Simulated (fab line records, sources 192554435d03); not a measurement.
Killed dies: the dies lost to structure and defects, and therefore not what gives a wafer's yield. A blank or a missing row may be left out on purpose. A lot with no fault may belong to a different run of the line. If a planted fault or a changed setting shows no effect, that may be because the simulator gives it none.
Chamber matching / flow n5 finfet / N5_BEOL_M13_DESCUM_15 on rie diel-01 has 4 sister chambers
The step chemistry O2, time 7.9 s. 8 wafers are shown with their chamber, then 10 later ones without.

== WAFERS, EACH WITH ITS CHAMBER ==
wafer=L207.4; chamber=2; drypump motor current A (A)=6.3; showerhead plenum p Torr (Torr)=2.08
wafer=L209.3; chamber=0; drypump motor current A (A)=5.4; showerhead plenum p Torr (Torr)=1.92
wafer=L213.1; chamber=0; drypump motor current A (A)=5.4; showerhead plenum p Torr (Torr)=1.92
wafer=L215.2; chamber=1; drypump motor current A (A)=4.7; showerhead plenum p Torr (Torr)=2.14
wafer=L215.3; chamber=3; drypump motor current A (A)=5.7; showerhead plenum p Torr (Torr)=2.05
wafer=L215.5; chamber=1; drypump motor current A (A)=4.7; showerhead plenum p Torr (Torr)=2.14
wafer=L217.1; chamber=3; drypump motor current A (A)=5.8; showerhead plenum p Torr (Torr)=2.05
wafer=L217.2; chamber=2; drypump motor current A (A)=6.3; showerhead plenum p Torr (Torr)=2.07

== WAFERS WHOSE CHAMBER IS MISSING ==
wafer=L217.5; drypump motor current A (A)=6.3; showerhead plenum p Torr (Torr)=2.07
wafer=L216.2; drypump motor current A (A)=5.4; showerhead plenum p Torr (Torr)=1.92
wafer=L216.4; drypump motor current A (A)=6.3; showerhead plenum p Torr (Torr)=2.07
wafer=L216.6; drypump motor current A (A)=6.3; showerhead plenum p Torr (Torr)=2.07
wafer=L218.2; drypump motor current A (A)=5.4; showerhead plenum p Torr (Torr)=1.92
wafer=L218.3; drypump motor current A (A)=5.7; showerhead plenum p Torr (Torr)=2.04
wafer=L218.4; drypump motor current A (A)=4.7; showerhead plenum p Torr (Torr)=2.14
wafer=L220.1; drypump motor current A (A)=6.3; showerhead plenum p Torr (Torr)=2.07
wafer=L220.3; drypump motor current A (A)=4.7; showerhead plenum p Torr (Torr)=2.14
wafer=L220.5; drypump motor current A (A)=5.7; showerhead plenum p Torr (Torr)=2.04

== WHICH CHAMBER EACH ONE RAN IN ==
wafer=L217.5; from the rows above=2; in truth=2
wafer=L216.2; from the rows above=0; in truth=0
wafer=L216.4; from the rows above=2; in truth=2
wafer=L216.6; from the rows above=2; in truth=2
wafer=L218.2; from the rows above=0; in truth=0
wafer=L218.3; from the rows above=3; in truth=3
wafer=L218.4; from the rows above=1; in truth=1
wafer=L220.1; from the rows above=2; in truth=2
wafer=L220.3; from the rows above=1; in truth=1
wafer=L220.5; from the rows above=3; in truth=3
10 of 10 placed correctly. Can't be placed from these rows: 0. Wrongly placed: 0.
How it was worked out, from the rows above alone: a wafer's distance from a chamber is the root of the sum, over the readings, of the square of ((its reading less the chamber's mean) divided by the reading's scatter). If the next closest chamber is less than 2 further off than the closest, the wafer can't be placed; otherwise it belongs to the closest. Each chamber's mean is taken over the wafers shown for it. The scatter is the square root of a quotient: the sum, over the shown wafers, of each reading's squared deviation from its chamber's mean, divided by wafers minus chambers.
